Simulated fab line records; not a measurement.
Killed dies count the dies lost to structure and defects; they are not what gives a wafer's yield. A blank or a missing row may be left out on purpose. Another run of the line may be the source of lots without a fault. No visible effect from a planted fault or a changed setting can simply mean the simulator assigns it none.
Matching of chambers :: flow nand-harc :: rie-diel-09 running NHARC_P_M1_DESCUM_14: 4 sister chambers
The step chemistry O2, time 3 s. 8 wafers are shown with their chamber, then 11 later ones without.

== WAFERS, EACH WITH ITS CHAMBER ==
wafer: L086.2
chamber: 1
showerhead-plenum-p-Torr (Torr): 1.97
drypump-motor-current-A (A): 5.88

wafer: L090.6
chamber: 0
showerhead-plenum-p-Torr (Torr): 2.06
drypump-motor-current-A (A): 5.96

wafer: L091.5
chamber: 1
showerhead-plenum-p-Torr (Torr): 1.96
drypump-motor-current-A (A): 5.87

wafer: L091.6
chamber: 2
showerhead-plenum-p-Torr (Torr): 1.96
drypump-motor-current-A (A): 5.83

wafer: L092.1
chamber: 0
showerhead-plenum-p-Torr (Torr): 2.06
drypump-motor-current-A (A): 5.93

wafer: L092.5
chamber: 3
showerhead-plenum-p-Torr (Torr): 1.89
drypump-motor-current-A (A): 6.17

wafer: L092.6
chamber: 2
showerhead-plenum-p-Torr (Torr): 1.96
drypump-motor-current-A (A): 5.78

wafer: L093.2
chamber: 3
showerhead-plenum-p-Torr (Torr): 1.89
drypump-motor-current-A (A): 6.09

== WAFERS WHOSE CHAMBER IS MISSING ==
wafer: L093.3
showerhead-plenum-p-Torr (Torr): 1.96
drypump-motor-current-A (A): 5.88

wafer: L093.6
showerhead-plenum-p-Torr (Torr): 1.89
drypump-motor-current-A (A): 6.10

wafer: L095.2
showerhead-plenum-p-Torr (Torr): 2.05
drypump-motor-current-A (A): 5.97

wafer: L095.3
showerhead-plenum-p-Torr (Torr): 1.96
drypump-motor-current-A (A): 5.88

wafer: L095.6
showerhead-plenum-p-Torr (Torr): 1.89
drypump-motor-current-A (A): 6.12

wafer: L096.1
showerhead-plenum-p-Torr (Torr): 1.89
drypump-motor-current-A (A): 6.11

wafer: L096.3
showerhead-plenum-p-Torr (Torr): 1.96
drypump-motor-current-A (A): 5.79

wafer: L096.6
showerhead-plenum-p-Torr (Torr): 1.96
drypump-motor-current-A (A): 5.78

wafer: L097.2
showerhead-plenum-p-Torr (Torr): 1.89
drypump-motor-current-A (A): 6.12

wafer: L097.5
showerhead-plenum-p-Torr (Torr): 1.89
drypump-motor-current-A (A): 6.09

wafer: L097.6
showerhead-plenum-p-Torr (Torr): 1.96
drypump-motor-current-A (A): 5.80

== CHAMBER TAKEN BY EACH ==
wafer: L093.3
from the rows above: can't be placed: 1 or 2
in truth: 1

wafer: L093.6
from the rows above: 3
in truth: 3

wafer: L095.2
from the rows above: 0
in truth: 0

wafer: L095.3
from the rows above: can't be placed: 1 or 2
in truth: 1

wafer: L095.6
from the rows above: 3
in truth: 3

wafer: L096.1
from the rows above: 3
in truth: 3

wafer: L096.3
from the rows above: 2
in truth: 2

wafer: L096.6
from the rows above: 2
in truth: 2

wafer: L097.2
from the rows above: 3
in truth: 3

wafer: L097.5
from the rows above: 3
in truth: 3

wafer: L097.6
from the rows above: 2
in truth: 2
Placed correctly: 9 of 11. Can't be placed from these rows: 2 (the true chamber is among the candidates in 2). Placed wrongly: 0.
How it was worked out, from the rows above alone: a wafer's distance from a chamber is the root of the sum, over the readings, of the square of ((its reading less the chamber's mean) divided by the reading's scatter). If the next closest chamber is less than 2 further off than the closest, the wafer can't be placed; otherwise it belongs to the closest. A chamber's mean is the mean of its shown wafers. The scatter: the root of (the sum of the squares of (reading less its chamber's mean) over the shown wafers, divided by (wafers less chambers)).
